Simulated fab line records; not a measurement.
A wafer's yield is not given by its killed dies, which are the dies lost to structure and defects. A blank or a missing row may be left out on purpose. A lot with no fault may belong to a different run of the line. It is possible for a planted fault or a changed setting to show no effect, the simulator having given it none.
fab line records || flow nand_harc || part 2 of 2: steps 20 to 28 of 28
record: {"lots": 5, "wafers": 15, "last_day": 25}
route steps=1159 shown A_STAIRCASE@605
lots that met no fault: from a run of the same line without faults
start_h: hours from the record's opening day to when the first of the lot's shown wafers began || wait_h: how many hours have passed since the lot's step before this one || " identical to the entry in the row above || L1.1+2: one row covering several wafers at once || - no value present, or no start provided || * or withheld: withheld || < > ~ a bound
route shown NAME@n: NAME is a module with steps in the file, n the number in the route of the first one || usual: mean and standard deviation over wafers with no fault || same: alike in all rows || chamber/n: place in a boat || sites: the reading at each site || _std_site: their standard deviation || _edge_site: outer sites' mean less inner sites' || radius_mm: for every site, how far away it sits from the centre of the wafer || mask NAME#n: copy n || behind: tool/chamber where the wafer was last shaped || hold: the reason the lot was held/the length of the hold in hours/how it ended || device: the transistor (n, p or np) that didn't switch || end of line: tests run on the same wafers once the route is complete || a step given without rows: its recipe and nothing more || killed: at the first sort, the dies lost to defects and structure; wafer yield is something else || map: a wafer's dies, x killed, . not, _ none there
set.NAME: setting as actually run; set.NAME@STEP: the setting as run at that earlier step || model.NAME: the simulator's own value behind a step, which no gauge read
lots seen at some steps along the route; tables by step, rows by wafer
services: when a tool's chamber went out of use (start_h, in hours from the record's first day, below 0 if earlier), for how many hours, and the reason
== steps ==
step: NHARC_A_STAIRCASE_ETCH_232
recipe: {"target_depth_a": 1000, "time_s": 40.5, "ion_energy_ev": 400, "c4f8_flow_sccm": 20, "o2_flow_sccm": 10, "ar_flow_sccm": "withheld", "rf_w": 600, "bias_w": 1000, "chemistry": "C4F8/O2"}
usual: {"oes_product_au": "0.943/0.011", "rf_vpp_V": "896/5.1"}
{"lot.wafer": "L075.2", "tool": "rie_diel-12", "chamber": 1, "start_h": "-", "wait_h": "-", "oes_product_au": 0.939, "rf_hours_counter_h": 18, "rf_vpp_V": 887}
{"lot.wafer": "L075.4", "tool": "rie_diel-12", "chamber": 2, "start_h": "-", "wait_h": "-", "oes_product_au": 0.938, "rf_hours_counter_h": 18, "rf_vpp_V": 902}
{"lot.wafer": "L075.5", "tool": "rie_diel-12", "chamber": 2, "start_h": "-", "wait_h": "-", "oes_product_au": 0.931, "rf_hours_counter_h": "-", "rf_vpp_V": 902}
{"lot.wafer": "L079.1", "tool": "rie_diel-12", "chamber": 1, "start_h": "-", "wait_h": "-", "oes_product_au": 0.943, "rf_hours_counter_h": 22, "rf_vpp_V": 886}
{"lot.wafer": "L079.2", "tool": "rie_diel-12", "chamber": 2, "start_h": "-", "wait_h": "-", "oes_product_au": 0.935, "rf_hours_counter_h": 22, "rf_vpp_V": 902}
{"lot.wafer": "L079.6", "tool": "rie_diel-12", "chamber": 2, "start_h": "-", "wait_h": "-", "oes_product_au": 0.932, "rf_hours_counter_h": "-", "rf_vpp_V": 901}
{"lot.wafer": "L087.1", "tool": "rie_diel-12", "chamber": 3, "start_h": "-", "wait_h": "-", "oes_product_au": 0.948, "rf_hours_counter_h": 40, "rf_vpp_V": 900}
{"lot.wafer": "L087.2", "tool": "rie_diel-12", "chamber": 0, "start_h": "-", "wait_h": "-", "oes_product_au": 0.947, "rf_hours_counter_h": 40, "rf_vpp_V": 899}
{"lot.wafer": "L087.3", "tool": "rie_diel-12", "chamber": 1, "start_h": "-", "wait_h": "-", "oes_product_au": 0.940, "rf_hours_counter_h": 46, "rf_vpp_V": 888}
{"lot.wafer": "L091.1", "tool": "rie_diel-10", "chamber": 2, "start_h": "-", "wait_h": "-", "oes_product_au": 0.938, "rf_hours_counter_h": 56, "rf_vpp_V": 898}
{"lot.wafer": "L091.5", "tool": "rie_diel-10", "chamber": 2, "start_h": "-", "wait_h": "-", "oes_product_au": 0.932, "rf_hours_counter_h": "-", "rf_vpp_V": 900}
{"lot.wafer": "L091.6", "tool": "rie_diel-10", "chamber": 3, "start_h": "-", "wait_h": "-", "oes_product_au": 0.937, "rf_hours_counter_h": "-", "rf_vpp_V": 898}
{"lot.wafer": "L097.4", "tool": "rie_diel-10", "chamber": 3, "start_h": "-", "wait_h": "-", "oes_product_au": 0.934, "rf_hours_counter_h": 15, "rf_vpp_V": 899}
{"lot.wafer": "L097.1", "tool": "rie_diel-10", "chamber": 0, "start_h": "-", "wait_h": "-", "oes_product_au": 0.938, "rf_hours_counter_h": 14, "rf_vpp_V": 895}
{"lot.wafer": "L097.2", "tool": "rie_diel-10", "chamber": 1, "start_h": "-", "wait_h": "-", "oes_product_au": 0.935, "rf_hours_counter_h": 13, "rf_vpp_V": 889}
step: NHARC_A_STAIRCASE_TRIM_233
recipe: {"time_s": 211.2, "o2_flow_sccm": 500, "ar_flow_sccm": 0, "bias_w": 0, "chemistry": "O2"}
usual: {"drypump_motor_current_A": "6.1/0.46", "oes_product_au": "0.998/0.0076", "rf_vpp_V": "57.7/0.92", "showerhead_plenum_p_Torr": "3.52/0.14", "throttle_valve_pct": "17.036/0.0088"}
{"lot.wafer": "L075.2", "tool": "rie_diel-12", "chamber": 3, "start_h": "-", "wait_h": "-", "drypump_motor_current_A": 5.8, "oes_product_au": 0.999, "rf_hours_counter_h": 17, "rf_vpp_V": 57.2, "showerhead_plenum_p_Torr": 3.66, "throttle_valve_pct": 17.040}
{"lot.wafer": "L075.4", "tool": "rie_diel-12", "chamber": 1, "start_h": "-", "wait_h": "-", "drypump_motor_current_A": 6.5, "oes_product_au": 1.002, "rf_hours_counter_h": 18, "rf_vpp_V": 57.0, "showerhead_plenum_p_Torr": 3.30, "throttle_valve_pct": 17.034}
{"lot.wafer": "L075.5", "tool": "rie_diel-12", "chamber": 3, "start_h": "-", "wait_h": "-", "drypump_motor_current_A": 5.8, "oes_product_au": 0.990, "rf_hours_counter_h": "-", "rf_vpp_V": 59.7, "showerhead_plenum_p_Torr": 3.66, "throttle_valve_pct": 17.037}
{"lot.wafer": "L079.2", "tool": "rie_diel-12", "chamber": 1, "start_h": "-", "wait_h": "-", "drypump_motor_current_A": 6.5, "oes_product_au": 1.000, "rf_hours_counter_h": 22, "rf_vpp_V": 59.0, "showerhead_plenum_p_Torr": 3.30, "throttle_valve_pct": 17.037}
{"lot.wafer": "L079.1", "tool": "rie_diel-12", "chamber": 2, "start_h": "-", "wait_h": "-", "drypump_motor_current_A": 6.7, "oes_product_au": 0.996, "rf_hours_counter_h": 22, "rf_vpp_V": 57.6, "showerhead_plenum_p_Torr": 3.69, "throttle_valve_pct": 17.031}
{"lot.wafer": "L079.6", "tool": "rie_diel-12", "chamber": 2, "start_h": "-", "wait_h": "-", "drypump_motor_current_A": 6.7, "oes_product_au": 0.996, "rf_hours_counter_h": "-", "rf_vpp_V": 58.3, "showerhead_plenum_p_Torr": 3.69, "throttle_valve_pct": 17.031}
{"lot.wafer": "L087.3", "tool": "rie_diel-12", "chamber": 0, "start_h": "-", "wait_h": "-", "drypump_motor_current_A": 5.9, "oes_product_au": 0.979, "rf_hours_counter_h": 40, "rf_vpp_V": 56.5, "showerhead_plenum_p_Torr": 3.61, "throttle_valve_pct": 17.052}
{"lot.wafer": "L087.1", "tool": "rie_diel-12", "chamber": 1, "start_h": "-", "wait_h": "-", "drypump_motor_current_A": 6.5, "oes_product_au": 0.995, "rf_hours_counter_h": 46, "rf_vpp_V": 57.5, "showerhead_plenum_p_Torr": 3.29, "throttle_valve_pct": 17.039}
{"lot.wafer": "L087.2", "tool": "rie_diel-12", "chamber": 3, "start_h": "-", "wait_h": "-", "drypump_motor_current_A": 5.8, "oes_product_au": 0.991, "rf_hours_counter_h": 40, "rf_vpp_V": 57.1, "showerhead_plenum_p_Torr": 3.65, "throttle_valve_pct": 17.053}
{"lot.wafer": "L091.1", "tool": "rie_diel-10", "chamber": 0, "start_h": "-", "wait_h": "-", "drypump_motor_current_A": 5.8, "oes_product_au": 1.003, "rf_hours_counter_h": 63, "rf_vpp_V": 57.8, "showerhead_plenum_p_Torr": 3.51, "throttle_valve_pct": 17.037}
{"lot.wafer": "L091.6", "tool": "rie_diel-10", "chamber": 3, "start_h": "-", "wait_h": "-", "drypump_motor_current_A": 5.7, "oes_product_au": 0.994, "rf_hours_counter_h": "-", "rf_vpp_V": 58.4, "showerhead_plenum_p_Torr": 3.58, "throttle_valve_pct": 17.056}
{"lot.wafer": "L091.5", "tool": "rie_diel-10", "chamber": 0, "start_h": "-", "wait_h": "-", "drypump_motor_current_A": 5.8, "oes_product_au": 1.003, "rf_hours_counter_h": "-", "rf_vpp_V": 58.4, "showerhead_plenum_p_Torr": 3.51, "throttle_valve_pct": 17.047}
{"lot.wafer": "L097.1", "tool": "rie_diel-10", "chamber": 2, "start_h": "-", "wait_h": "-", "drypump_motor_current_A": 5.2, "oes_product_au": 1.003, "rf_hours_counter_h": 15, "rf_vpp_V": 57.7, "showerhead_plenum_p_Torr": 3.59, "throttle_valve_pct": 17.039}
{"lot.wafer": "L097.4", "tool": "rie_diel-10", "chamber": 3, "start_h": "-", "wait_h": "-", "drypump_motor_current_A": 5.7, "oes_product_au": 1.002, "rf_hours_counter_h": 16, "rf_vpp_V": 58.7, "showerhead_plenum_p_Torr": 3.57, "throttle_valve_pct": 17.033}
{"lot.wafer": "L097.2", "tool": "rie_diel-10", "chamber": 1, "start_h": "-", "wait_h": "-", "drypump_motor_current_A": 5.2, "oes_product_au": 0.989, "rf_hours_counter_h": 13, "rf_vpp_V": 57.3, "showerhead_plenum_p_Torr": 3.33, "throttle_valve_pct": 17.036}
step: NHARC_A_STAIRCASE_ETCH_234
recipe: {"target_depth_a": 1000, "time_s": 40.5, "ion_energy_ev": 400, "c4f8_flow_sccm": 20, "o2_flow_sccm": 10, "ar_flow_sccm": "withheld", "rf_w": 600, "bias_w": 1000, "chemistry": "C4F8/O2"}
usual: {"oes_product_au": "0.944/0.012", "rf_vpp_V": "895/5.1"}
{"lot.wafer": "L075.2", "tool": "rie_diel-12", "chamber": 0, "start_h": "-", "wait_h": "-", "oes_product_au": 0.928, "rf_hours_counter_h": 17, "rf_vpp_V": 899}
{"lot.wafer": "L075.4", "tool": "rie_diel-12", "chamber": 1, "start_h": "-", "wait_h": "-", "oes_product_au": 0.939, "rf_hours_counter_h": 19, "rf_vpp_V": 888}
{"lot.wafer": "L075.5", "tool": "rie_diel-12", "chamber": 2, "start_h": "-", "wait_h": "-", "oes_product_au": 0.937, "rf_hours_counter_h": "-", "rf_vpp_V": 902}
{"lot.wafer": "L079.2", "tool": "rie_diel-12", "chamber": 2, "start_h": "-", "wait_h": "-", "oes_product_au": 0.931, "rf_hours_counter_h": 22, "rf_vpp_V": 902}
{"lot.wafer": "L079.1", "tool": "rie_diel-12", "chamber": 1, "start_h": "-", "wait_h": "-", "oes_product_au": 0.941, "rf_hours_counter_h": 22, "rf_vpp_V": 889}
{"lot.wafer": "L079.6", "tool": "rie_diel-12", "chamber": 1, "start_h": "-", "wait_h": "-", "oes_product_au": 0.932, "rf_hours_counter_h": "-", "rf_vpp_V": 886}
{"lot.wafer": "L087.1", "tool": "rie_diel-12", "chamber": 2, "start_h": "-", "wait_h": "-", "oes_product_au": 0.950, "rf_hours_counter_h": 40, "rf_vpp_V": 903}
{"lot.wafer": "L087.3", "tool": "rie_diel-12", "chamber": 3, "start_h": "-", "wait_h": "-", "oes_product_au": 0.958, "rf_hours_counter_h": 40, "rf_vpp_V": 900}
{"lot.wafer": "L087.2", "tool": "rie_diel-12", "chamber": 0, "start_h": "-", "wait_h": "-", "oes_product_au": 0.950, "rf_hours_counter_h": 40, "rf_vpp_V": 898}
{"lot.wafer": "L091.1", "tool": "rie_diel-10", "chamber": 1, "start_h": "-", "wait_h": "-", "oes_product_au": 0.948, "rf_hours_counter_h": 58, "rf_vpp_V": 889}
{"lot.wafer": "L091.6", "tool": "rie_diel-10", "chamber": 1, "start_h": "-", "wait_h": "-", "oes_product_au": 0.948, "rf_hours_counter_h": "-", "rf_vpp_V": 890}
{"lot.wafer": "L091.5", "tool": "rie_diel-10", "chamber": 2, "start_h": "-", "wait_h": "-", "oes_product_au": 0.960, "rf_hours_counter_h": "-", "rf_vpp_V": 898}
{"lot.wafer": "L097.4", "tool": "rie_diel-10", "chamber": 0, "start_h": "-", "wait_h": "-", "oes_product_au": 0.955, "rf_hours_counter_h": 14, "rf_vpp_V": 895}
{"lot.wafer": "L097.1", "tool": "rie_diel-10", "chamber": 1, "start_h": "-", "wait_h": "-", "oes_product_au": 0.941, "rf_hours_counter_h": 13, "rf_vpp_V": 887}
{"lot.wafer": "L097.2", "tool": "rie_diel-10", "chamber": 3, "start_h": "-", "wait_h": "-", "oes_product_au": 0.943, "rf_hours_counter_h": 16, "rf_vpp_V": 898}
step: NHARC_A_STAIRCASE_TRIM_235
recipe: {"time_s": 211.2, "o2_flow_sccm": 500, "ar_flow_sccm": 0, "bias_w": 0, "chemistry": "O2"}
usual: {"drypump_motor_current_A": "6.0/0.47", "oes_product_au": "0.998/0.008", "rf_vpp_V": "57.8/0.9", "showerhead_plenum_p_Torr": "3.51/0.14", "throttle_valve_pct": "17.036/0.0093"}
{"lot.wafer": "L075.4", "tool": "rie_diel-12", "chamber": 3, "start_h": "-", "wait_h": "-", "drypump_motor_current_A": 5.8, "oes_product_au": 0.999, "rf_hours_counter_h": 17, "rf_vpp_V": 57.1, "showerhead_plenum_p_Torr": 3.66, "throttle_valve_pct": 17.034}
{"lot.wafer": "L075.2", "tool": "rie_diel-12", "chamber": 0, "start_h": "-", "wait_h": "-", "drypump_motor_current_A": 5.8, "oes_product_au": 0.989, "rf_hours_counter_h": 17, "rf_vpp_V": 56.3, "showerhead_plenum_p_Torr": 3.62, "throttle_valve_pct": 17.048}
{"lot.wafer": "L075.5", "tool": "rie_diel-12", "chamber": 3, "start_h": "-", "wait_h": "-", "drypump_motor_current_A": 5.8, "oes_product_au": 1.004, "rf_hours_counter_h": "-", "rf_vpp_V": 57.1, "showerhead_plenum_p_Torr": 3.66, "throttle_valve_pct": 17.045}
{"lot.wafer": "L079.1", "tool": "rie_diel-12", "chamber": 1, "start_h": "-", "wait_h": "-", "drypump_motor_current_A": 6.5, "oes_product_au": 0.998, "rf_hours_counter_h": 22, "rf_vpp_V": 57.2, "showerhead_plenum_p_Torr": 3.30, "throttle_valve_pct": 17.035}
{"lot.wafer": "L079.2", "tool": "rie_diel-12", "chamber": 2, "start_h": "-", "wait_h": "-", "drypump_motor_current_A": 6.7, "oes_product_au": 0.987, "rf_hours_counter_h": 22, "rf_vpp_V": 57.8, "showerhead_plenum_p_Torr": 3.69, "throttle_valve_pct": 17.044}
{"lot.wafer": "L079.6", "tool": "rie_diel-12", "chamber": 1, "start_h": "-", "wait_h": "-", "drypump_motor_current_A": 6.5, "oes_product_au": 0.986, "rf_hours_counter_h": "-", "rf_vpp_V": 56.1, "showerhead_plenum_p_Torr": 3.30, "throttle_valve_pct": 17.027}
{"lot.wafer": "L087.3", "tool": "rie_diel-12", "chamber": 3, "start_h": "-", "wait_h": "-", "drypump_motor_current_A": 5.8, "oes_product_au": 1.006, "rf_hours_counter_h": 40, "rf_vpp_V": 56.8, "showerhead_plenum_p_Torr": 3.65, "throttle_valve_pct": 17.039}
{"lot.wafer": "L087.1", "tool": "rie_diel-12", "chamber": 0, "start_h": "-", "wait_h": "-", "drypump_motor_current_A": 5.8, "oes_product_au": 0.995, "rf_hours_counter_h": 41, "rf_vpp_V": 57.8, "showerhead_plenum_p_Torr": 3.61, "throttle_valve_pct": 17.033}
{"lot.wafer": "L087.2", "tool": "rie_diel-12", "chamber": 1, "start_h": "-", "wait_h": "-", "drypump_motor_current_A": 6.5, "oes_product_au": 1.009, "rf_hours_counter_h": 46, "rf_vpp_V": 57.9, "showerhead_plenum_p_Torr": 3.29, "throttle_valve_pct": 17.031}
{"lot.wafer": "L091.1", "tool": "rie_diel-10", "chamber": 2, "start_h": "-", "wait_h": "-", "drypump_motor_current_A": 5.2, "oes_product_au": 0.992, "rf_hours_counter_h": 56, "rf_vpp_V": 57.6, "showerhead_plenum_p_Torr": 3.59, "throttle_valve_pct": 17.038}
{"lot.wafer": "L091.5", "tool": "rie_diel-10", "chamber": 2, "start_h": "-", "wait_h": "-", "drypump_motor_current_A": 5.2, "oes_product_au": 0.998, "rf_hours_counter_h": "-", "rf_vpp_V": 58.0, "showerhead_plenum_p_Torr": 3.59, "throttle_valve_pct": 17.038}
{"lot.wafer": "L091.6", "tool": "rie_diel-10", "chamber": 3, "start_h": "-", "wait_h": "-", "drypump_motor_current_A": 5.7, "oes_product_au": 1.000, "rf_hours_counter_h": "-", "rf_vpp_V": 58.7, "showerhead_plenum_p_Torr": 3.58, "throttle_valve_pct": 17.019}
{"lot.wafer": "L097.2", "tool": "rie_diel-10", "chamber": 1, "start_h": "-", "wait_h": "-", "drypump_motor_current_A": 5.2, "oes_product_au": 0.982, "rf_hours_counter_h": 13, "rf_vpp_V": 57.2, "showerhead_plenum_p_Torr": 3.33, "throttle_valve_pct": 17.034}
{"lot.wafer": "L097.4", "tool": "rie_diel-10", "chamber": 2, "start_h": "-", "wait_h": "-", "drypump_motor_current_A": 5.2, "oes_product_au": 0.987, "rf_hours_counter_h": 15, "rf_vpp_V": 58.0, "showerhead_plenum_p_Torr": 3.59, "throttle_valve_pct": 17.041}
{"lot.wafer": "L097.1", "tool": "rie_diel-10", "chamber": 3, "start_h": "-", "wait_h": "-", "drypump_motor_current_A": 5.7, "oes_product_au": 0.981, "rf_hours_counter_h": 16, "rf_vpp_V": 58.3, "showerhead_plenum_p_Torr": 3.57, "throttle_valve_pct": 17.028}
step: NHARC_A_STAIRCASE_ETCH_236
recipe: {"target_depth_a": 1000, "time_s": 40.5, "ion_energy_ev": 400, "c4f8_flow_sccm": 20, "o2_flow_sccm": 10, "ar_flow_sccm": "withheld", "rf_w": 600, "bias_w": 1000, "chemistry": "C4F8/O2"}
usual: {"oes_product_au": "0.941/0.01", "rf_vpp_V": "896/5"}
{"lot.wafer": "L075.4", "tool": "rie_diel-12", "chamber": 3, "start_h": "-", "wait_h": "-", "oes_product_au": 0.934, "rf_hours_counter_h": 17, "rf_vpp_V": 901}
{"lot.wafer": "L075.2", "tool": "rie_diel-12", "chamber": 2, "start_h": "-", "wait_h": "-", "oes_product_au": 0.941, "rf_hours_counter_h": 19, "rf_vpp_V": 902}
{"lot.wafer": "L075.5", "tool": "rie_diel-12", "chamber": 3, "start_h": "-", "wait_h": "-", "oes_product_au": 0.940, "rf_hours_counter_h": "-", "rf_vpp_V": 901}
{"lot.wafer": "L079.2", "tool": "rie_diel-12", "chamber": 1, "start_h": "-", "wait_h": "-", "oes_product_au": 0.933, "rf_hours_counter_h": 23, "rf_vpp_V": 888}
{"lot.wafer": "L079.1", "tool": "rie_diel-12", "chamber": 2, "start_h": "-", "wait_h": "-", "oes_product_au": 0.930, "rf_hours_counter_h": 22, "rf_vpp_V": 902}
{"lot.wafer": "L079.6", "tool": "rie_diel-12", "chamber": 2, "start_h": "-", "wait_h": "-", "oes_product_au": 0.944, "rf_hours_counter_h": "-", "rf_vpp_V": 902}
{"lot.wafer": "L087.2", "tool": "rie_diel-12", "chamber": 0, "start_h": "-", "wait_h": "-", "oes_product_au": 0.929, "rf_hours_counter_h": 41, "rf_vpp_V": 899}
{"lot.wafer": "L087.1", "tool": "rie_diel-12", "chamber": 1, "start_h": "-", "wait_h": "-", "oes_product_au": 0.944, "rf_hours_counter_h": 46, "rf_vpp_V": 888}
{"lot.wafer": "L087.3", "tool": "rie_diel-12", "chamber": 3, "start_h": "-", "wait_h": "-", "oes_product_au": 0.940, "rf_hours_counter_h": 41, "rf_vpp_V": 899}
{"lot.wafer": "L091.1", "tool": "rie_diel-10", "chamber": 0, "start_h": "-", "wait_h": "-", "oes_product_au": 0.941, "rf_hours_counter_h": 63, "rf_vpp_V": 895}
{"lot.wafer": "L091.5", "tool": "rie_diel-10", "chamber": 1, "start_h": "-", "wait_h": "-", "oes_product_au": 0.943, "rf_hours_counter_h": "-", "rf_vpp_V": 889}
{"lot.wafer": "L091.6", "tool": "rie_diel-10", "chamber": 2, "start_h": "-", "wait_h": "-", "oes_product_au": 0.941, "rf_hours_counter_h": "-", "rf_vpp_V": 897}
{"lot.wafer": "L097.1", "tool": "rie_diel-10", "chamber": 2, "start_h": "-", "wait_h": "-", "oes_product_au": 0.917, "rf_hours_counter_h": 15, "rf_vpp_V": 898}
{"lot.wafer": "L097.2", "tool": "rie_diel-10", "chamber": 3, "start_h": "-", "wait_h": "-", "oes_product_au": 0.924, "rf_hours_counter_h": 16, "rf_vpp_V": 897}
{"lot.wafer": "L097.4", "tool": "rie_diel-10", "chamber": 0, "start_h": "-", "wait_h": "-", "oes_product_au": 0.943, "rf_hours_counter_h": 14, "rf_vpp_V": 894}
step: NHARC_A_STAIRCASE_STRIP_238
recipe: {"power_w": 1500, "temp_c": 250, "chemistry": "O2"}
usual: {"drypump_motor_current_A": "5.70/0.18", "heater_power_w": "327/17"}
{"lot.wafer": "L075.2", "tool": "plasma_asher-02", "chamber": 0, "start_h": 259.81, "wait_h": 0.1, "drypump_motor_current_A": 5.72, "heater_power_w": 324, "rf_hours_counter_h": 21}
{"lot.wafer": "L075.4", "tool": "plasma_asher-02", "chamber": 0, "start_h": 259.81, "wait_h": 0.1, "drypump_motor_current_A": 5.71, "heater_power_w": 326, "rf_hours_counter_h": "-"}
{"lot.wafer": "L075.5", "tool": "plasma_asher-02", "chamber": 1, "start_h": 259.81, "wait_h": 0.1, "drypump_motor_current_A": 5.73, "heater_power_w": 349, "rf_hours_counter_h": "-"}
{"lot.wafer": "L079.2", "tool": "plasma_asher-01", "chamber": 1, "start_h": 268.66, "wait_h": 0.1, "drypump_motor_current_A": 5.89, "heater_power_w": 300, "rf_hours_counter_h": 55}
{"lot.wafer": "L079.1", "tool": "plasma_asher-01", "chamber": 0, "start_h": 268.66, "wait_h": 0.1, "drypump_motor_current_A": 5.43, "heater_power_w": 329, "rf_hours_counter_h": 55}
{"lot.wafer": "L079.6", "tool": "plasma_asher-01", "chamber": 1, "start_h": 268.66, "wait_h": 0.1, "drypump_motor_current_A": 5.91, "heater_power_w": 310, "rf_hours_counter_h": "-"}
{"lot.wafer": "L087.2", "tool": "plasma_asher-02", "chamber": 0, "start_h": 326.75, "wait_h": 0.1, "drypump_motor_current_A": 5.72, "heater_power_w": 327, "rf_hours_counter_h": 48}
{"lot.wafer": "L087.1", "tool": "plasma_asher-02", "chamber": 1, "start_h": 326.75, "wait_h": 0.1, "drypump_motor_current_A": 5.77, "heater_power_w": 355, "rf_hours_counter_h": 48}
{"lot.wafer": "L087.3", "tool": "plasma_asher-02", "chamber": 0, "start_h": 326.75, "wait_h": 0.1, "drypump_motor_current_A": 5.73, "heater_power_w": 321, "rf_hours_counter_h": "-"}
{"lot.wafer": "L091.1", "tool": "plasma_asher-02", "chamber": 0, "start_h": 342.88, "wait_h": 0.1, "drypump_motor_current_A": 5.70, "heater_power_w": 318, "rf_hours_counter_h": 53}
{"lot.wafer": "L091.6", "tool": "plasma_asher-02", "chamber": 1, "start_h": 342.88, "wait_h": 0.1, "drypump_motor_current_A": 5.78, "heater_power_w": 354, "rf_hours_counter_h": "-"}
{"lot.wafer": "L091.5", "tool": "plasma_asher-02", "chamber": 0, "start_h": 342.88, "wait_h": 0.1, "drypump_motor_current_A": 5.71, "heater_power_w": 333, "rf_hours_counter_h": "-"}
{"lot.wafer": "L097.2", "tool": "plasma_asher-01", "chamber": 0, "start_h": 398.84, "wait_h": 0.1, "drypump_motor_current_A": 5.39, "heater_power_w": 302, "rf_hours_counter_h": 40}
{"lot.wafer": "L097.1", "tool": "plasma_asher-01", "chamber": 1, "start_h": 398.84, "wait_h": 0.1, "drypump_motor_current_A": 5.88, "heater_power_w": 321, "rf_hours_counter_h": 40}
{"lot.wafer": "L097.4", "tool": "plasma_asher-01", "chamber": 1, "start_h": 398.84, "wait_h": 0.1, "drypump_motor_current_A": 5.90, "heater_power_w": 330, "rf_hours_counter_h": "-"}
step: NHARC_A_STAIRCASE_STRIP_239
recipe: {"time_s": 900, "temp_c": 130, "chemistry": "SPM"}
{"lot.wafer": "L075.2+4+5", "tool": "wet_bench-04", "chamber": "6,1,2", "start_h": 260.11, "wait_h": 0.3}
{"lot.wafer": "L079.2+6+1", "tool": "wet_bench-04", "chamber": "5,6,7", "start_h": 269.04, "wait_h": 0.3}
{"lot.wafer": "L087.3+1+2", "tool": "wet_bench-07", "chamber": "4,6,7", "start_h": 327.10, "wait_h": 0.2}
{"lot.wafer": "L091.6+5+1", "tool": "wet_bench-07", "chamber": "1,3,4", "start_h": 343.19, "wait_h": 0.1}
{"lot.wafer": "L097.1+2+4", "tool": "wet_bench-02", "chamber": "7,0,2", "start_h": 399.21, "wait_h": 0.3}
step: NHARC_A_STAIRCASE_PRECLEAN_240
recipe: {"time_s": "*", "temp_c": 50, "bath_age_min": 0, "chemistry": "SC1"}
usual: {"nh4oh_flow_mL_min": "28.30/0.095"}
{"lot.wafer": "L075.2", "tool": "wet_bench-04", "chamber": 6, "start_h": "-", "wait_h": "-", "nh4oh_flow_mL_min": 28.30}
{"lot.wafer": "L075.4", "tool": "wet_bench-04", "chamber": 1, "start_h": "-", "wait_h": "-", "nh4oh_flow_mL_min": 28.47}
{"lot.wafer": "L075.5", "tool": "wet_bench-04", "chamber": 2, "start_h": "-", "wait_h": "-", "nh4oh_flow_mL_min": 28.32}
{"lot.wafer": "L079.2", "tool": "wet_bench-04", "chamber": 5, "start_h": "-", "wait_h": "-", "nh4oh_flow_mL_min": 28.26}
{"lot.wafer": "L079.6", "tool": "wet_bench-04", "chamber": 6, "start_h": "-", "wait_h": "-", "nh4oh_flow_mL_min": 28.10}
{"lot.wafer": "L079.1", "tool": "wet_bench-04", "chamber": 7, "start_h": "-", "wait_h": "-", "nh4oh_flow_mL_min": 28.05}
{"lot.wafer": "L087.3", "tool": "wet_bench-07", "chamber": 4, "start_h": "-", "wait_h": "-", "nh4oh_flow_mL_min": 28.36}
{"lot.wafer": "L087.1", "tool": "wet_bench-07", "chamber": 6, "start_h": "-", "wait_h": "-", "nh4oh_flow_mL_min": 28.34}
{"lot.wafer": "L087.2", "tool": "wet_bench-07", "chamber": 7, "start_h": "-", "wait_h": "-", "nh4oh_flow_mL_min": 28.29}
{"lot.wafer": "L091.6", "tool": "wet_bench-07", "chamber": 1, "start_h": "-", "wait_h": "-", "nh4oh_flow_mL_min": 28.45}
{"lot.wafer": "L091.5", "tool": "wet_bench-07", "chamber": 3, "start_h": "-", "wait_h": "-", "nh4oh_flow_mL_min": 28.09}
{"lot.wafer": "L091.1", "tool": "wet_bench-07", "chamber": 4, "start_h": "-", "wait_h": "-", "nh4oh_flow_mL_min": 28.17}
{"lot.wafer": "L097.1", "tool": "wet_bench-02", "chamber": 7, "start_h": "-", "wait_h": "-", "nh4oh_flow_mL_min": 28.21}
{"lot.wafer": "L097.2", "tool": "wet_bench-02", "chamber": 0, "start_h": "-", "wait_h": "-", "nh4oh_flow_mL_min": 28.35}
{"lot.wafer": "L097.4", "tool": "wet_bench-02", "chamber": 2, "start_h": "-", "wait_h": "-", "nh4oh_flow_mL_min": 28.53}
step: NHARC_A_STAIRCASE_SRD_241
{"lot.wafer": "L075.2+4+5", "tool": "wet_bench-04", "chamber": "6,1,2", "start_h": "-", "wait_h": "-"}
{"lot.wafer": "L079.2+6+1", "tool": "wet_bench-04", "chamber": "5,6,7", "start_h": "-", "wait_h": "-"}
{"lot.wafer": "L087.3+1+2", "tool": "wet_bench-07", "chamber": "4,6,7", "start_h": "-", "wait_h": "-"}
{"lot.wafer": "L091.6+5+1", "tool": "wet_bench-07", "chamber": "1,3,4", "start_h": "-", "wait_h": "-"}
{"lot.wafer": "L097.1+2+4", "tool": "wet_bench-02", "chamber": "7,0,2", "start_h": "-", "wait_h": "-"}
== services ==
{"tool": "krf_scanner-03", "chamber": "-", "start_h": 233.91, "hours": 0.2, "kind": "repair"}
{"tool": "wet_bench-07", "chamber": "-", "start_h": 234.95, "hours": 0.9, "kind": "repair"}
{"tool": "litho_track-05", "chamber": "-", "start_h": 237.00, "hours": 7.0, "kind": "pm"}
{"tool": "rie_diel-12", "chamber": "-", "start_h": 237.91, "hours": 0.1, "kind": "repair"}
{"tool": "plasma_asher-02", "chamber": "-", "start_h": 243.47, "hours": 2.7, "kind": "repair"}
{"tool": "rie_diel-12", "chamber": 0, "start_h": 264.66, "hours": 8.8, "kind": "repair"}
{"tool": "rie_diel-12", "chamber": 3, "start_h": 265.34, "hours": 5.5, "kind": "repair"}
{"tool": "wet_bench-07", "chamber": "-", "start_h": 272.00, "hours": 8.0, "kind": "pm"}
{"tool": "rie_diel-10", "chamber": 1, "start_h": 273.55, "hours": 9.4, "kind": "repair"}
{"tool": "plasma_asher-01", "chamber": "-", "start_h": 276.00, "hours": 9.0, "kind": "pm"}
{"tool": "krf_scanner-02", "chamber": "-", "start_h": 301.25, "hours": 1.0, "kind": "repair"}
{"tool": "krf_scanner-04", "chamber": "-", "start_h": 304.86, "hours": 1.7, "kind": "repair"}
{"tool": "rie_diel-12", "chamber": 3, "start_h": 307.51, "hours": 4.4, "kind": "repair"}
{"tool": "krf_scanner-04", "chamber": "-", "start_h": 313.88, "hours": 4.0, "kind": "pm"}
{"tool": "krf_scanner-02", "chamber": "-", "start_h": 316.98, "hours": 0.5, "kind": "repair"}
{"tool": "rie_diel-12", "chamber": 3, "start_h": 331.57, "hours": 3.6, "kind": "repair"}
{"tool": "wet_bench-04", "chamber": "-", "start_h": 339.20, "hours": 8.0, "kind": "pm"}
{"tool": "litho_track-02", "chamber": "-", "start_h": 340.02, "hours": 7.0, "kind": "pm"}
{"tool": "rie_diel-10", "chamber": "-", "start_h": 353.52, "hours": 9.0, "kind": "pm"}
{"tool": "wet_bench-02", "chamber": "-", "start_h": 356.10, "hours": 8.0, "kind": "pm"}
{"tool": "plasma_asher-02", "chamber": "-", "start_h": 360.29, "hours": 9.0, "kind": "pm"}
{"tool": "rie_diel-12", "chamber": "-", "start_h": 379.62, "hours": 9.0, "kind": "pm"}
{"tool": "krf_scanner-02", "chamber": "-", "start_h": 382.00, "hours": 4.0, "kind": "pm"}
{"tool": "litho_track-03", "chamber": "-", "start_h": 388.00, "hours": 7.0, "kind": "pm"}
